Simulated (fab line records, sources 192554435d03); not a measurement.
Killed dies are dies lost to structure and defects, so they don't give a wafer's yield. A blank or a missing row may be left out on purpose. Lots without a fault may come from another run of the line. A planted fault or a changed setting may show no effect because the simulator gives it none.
A struck lot beside a sound one | flow n5_finfet | 15 steps out of a route of 1938
Sound: wafers L644.1, L644.3, L644.5. Struck: wafers L638.3, L638.4, L638.6. The cause comes at the end.
At each step with rows: each side's tool, then ch and its chambers, then its first start. Under that, the readings that differ: sound wafers | struck wafers | difference of the means | sigmas: that difference in standard deviations of wafers without a fault.
alike: readings whose means differ by less than 2 such deviations, and words and numbers that are the same on both sides. not compared: withheld readings, readings that some wafer has no value for, bounds like >300 that may hide the same value, and numbers for which the record gives no deviation and whose values overlap.
The two part at a step that has a row with sigmas, a row that says differs or no value, or rows on one side only. Numbers that don't overlap but have no deviation are shown without sigmas and don't part them. A reading that every wafer of one side lacks parts them only if that side has two wafers or more.

first, 5 steps without rows for these wafers: N5_PASSIVATION_SOFTBAKE_39 (time 120 s); N5_PASSIVATION_EXPOSE_41 (exposes mask PASS OPEN, defocus 0 nm, target cd 40000 nm); N5_PASSIVATION_PEB_42; N5_PASSIVATION_DEVELOP_43 (develop time 60 s); N5_PASSIVATION_HARDBAKE_45 (time 120 s).
N5_PASSIVATION_CD_MEAS_44: target cd 40000 nm.
  sound on cd_sem-01 ch 0, day 16 19:31; struck on cd_sem-02 ch 0, day 14 23:19
  alike: cd_nm
N5_PASSIVATION_OVL_MEAS_66:
  sound on overlay-02 ch 0, day 16 19:32; struck on overlay-02 ch 0, day 14 23:20
  alike: PASS_OPEN_OVL
N5_PASSIVATION_INSPECT_67: inspects for defects (macro).
  sound on defect_inspect-01, day 16 19:34; struck on defect_inspect-01, day 14 23:22
  alike: raw_defect_count
N5_PASSIVATION_DESCUM_46: chemistry O2, time 7.9 s.
  sound on rie_diel-01 ch 1,2,3, day 16 19:36; struck on rie_diel-06 ch 0,1,2, day 14 23:58
  alike: drypump_motor_current_A, oes_product_au, rf_fwd_power_W, rf_vpp_V, showerhead_plenum_p_Torr, temp_c, throttle_valve_pct
  not compared: rf_hours_counter_h
N5_PASSIVATION_PASS_ETCH_47: etches SiNx in CF4/O2, target depth 770 nm, time 385 s.
  sound on rie_diel-01 ch 1,2,3, day 16 19:38; struck on rie_diel-06 ch 0,1,2, day 15 00:00
  alike: drypump_motor_current_A, oes_f_703_au, oes_product_au, rf_fwd_power_W, rf_vpp_V, showerhead_plenum_p_Torr, throttle_valve_pct
  not compared: rf_hours_counter_h
N5_PASSIVATION_ETCH_54: etches SiO2 in CHF3/O2, target depth 880 nm, time 440 s.
  sound on rie_diel-01 ch 1,2,3, day 16 19:52; struck on rie_diel-06 ch 0,1,2, day 15 00:14
  alike: drypump_motor_current_A, oes_f_703_au, oes_product_au, rf_fwd_power_W, rf_vpp_V, showerhead_plenum_p_Torr, throttle_valve_pct
  not compared: rf_hours_counter_h
N5_PASSIVATION_STRIP_48: strips in O2.
  sound on rie_diel-01 ch 1,2,3, day 16 20:09; struck on rie_diel-06 ch 0,1,2, day 15 00:31
  alike: chamber_pressure_mTorr, drypump_motor_current_A, oes_product_au, rf_vpp_V, showerhead_plenum_p_Torr, temp_c, throttle_valve_pct
  not compared: rf_hours_counter_h
N5_PASSIVATION_STRIP_52: strips in post etch residue remover, time 1200 s.
  sound on wet_bench-01 ch 3,5,7, day 16 20:13; struck on wet_bench-02 ch 2,3,7, day 15 00:35
  no value came back on the struck wafers for bath_guard_temp_C (C), bath_heat_duty_pct (%), temp_c (C); on the sound wafers bath_guard_temp_C (C) reads 72.6 71.7 72.6
then, 1 step without rows for these wafers: N5_PASSIVATION_CLEAN_71 (cleans in IPA, time 180 s).
N5_PASSIVATION_PROBE_49:
  the record has rows for the sound wafers here (prober-01, day 16 22:41) and none for the struck ones

WHERE THEY PART
First at N5_PASSIVATION_STRIP_52; last, within this record, at N5_PASSIVATION_PROBE_49.

WHY: what the simulator had put in
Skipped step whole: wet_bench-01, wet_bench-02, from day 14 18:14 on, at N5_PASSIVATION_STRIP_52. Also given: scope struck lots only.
